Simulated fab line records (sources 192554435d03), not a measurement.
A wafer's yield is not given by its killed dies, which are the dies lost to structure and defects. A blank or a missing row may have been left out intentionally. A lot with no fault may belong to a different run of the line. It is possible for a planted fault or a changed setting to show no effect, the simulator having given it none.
Chamber matching || flow n5 finfet || 4 sister chambers for N5_BEOL_M4_ALD_84 on ald metal-03
The step deposits TaN, pulse time 2 s, purge time 3 s, co reactant purge time 2 s. 4 wafers are shown with their chamber, then 12 later ones without.

WAFERS WITH THEIR CHAMBER
{"wafer": "L088.3", "chamber": 1, "heater power w (W)": 447}
{"wafer": "L088.6", "chamber": 0, "heater power w (W)": 392}
{"wafer": "L092.5", "chamber": 2, "heater power w (W)": 401}
{"wafer": "L092.6", "chamber": 3, "heater power w (W)": 482}

WAFERS MISSING THEIR CHAMBER
{"wafer": "L091.1", "heater power w (W)": 393}
{"wafer": "L091.2", "heater power w (W)": 478}
{"wafer": "L091.6", "heater power w (W)": 491}
{"wafer": "L094.2", "heater power w (W)": 437}
{"wafer": "L094.3", "heater power w (W)": 384}
{"wafer": "L094.6", "heater power w (W)": 413}
{"wafer": "L097.2", "heater power w (W)": 479}
{"wafer": "L097.3", "heater power w (W)": 387}
{"wafer": "L097.5", "heater power w (W)": 442}
{"wafer": "L096.1", "heater power w (W)": 416}
{"wafer": "L096.2", "heater power w (W)": 485}
{"wafer": "L096.4", "heater power w (W)": 447}

WHICH CHAMBER EACH ONE RAN IN
{"wafer": "L091.1", "from the rows above": "can't be placed: 0 or 2", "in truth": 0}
{"wafer": "L091.2", "from the rows above": 3, "in truth": 3}
{"wafer": "L091.6", "from the rows above": 3, "in truth": 3}
{"wafer": "L094.2", "from the rows above": 1, "in truth": 1}
{"wafer": "L094.3", "from the rows above": "can't be placed: 0 or 2", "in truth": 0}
{"wafer": "L094.6", "from the rows above": "can't be placed: 2 or 0", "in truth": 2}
{"wafer": "L097.2", "from the rows above": 3, "in truth": 3}
{"wafer": "L097.3", "from the rows above": "can't be placed: 0 or 2", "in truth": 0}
{"wafer": "L097.5", "from the rows above": 1, "in truth": 1}
{"wafer": "L096.1", "from the rows above": "can't be placed: 2 or 0", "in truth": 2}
{"wafer": "L096.2", "from the rows above": 3, "in truth": 3}
{"wafer": "L096.4", "from the rows above": 1, "in truth": 1}
7 of 12 placed correctly. Unplaceable from these rows: 5, with the true chamber sitting among the candidates in 5. Number placed wrongly: 0.
How it was worked out, from the rows above alone: a wafer's distance from a chamber is the root of the sum, over the readings, of the square of ((its reading less the chamber's mean) divided by the reading's scatter). If the next closest chamber is less than 2 further off than the closest, the wafer can't be placed; otherwise it belongs to the closest. For every chamber, the mean is computed from those of its wafers that are shown. The scatter (one wafer shown for each chamber): square how far every hidden wafer sits from the nearest shown wafer, average those squares and take the square root.
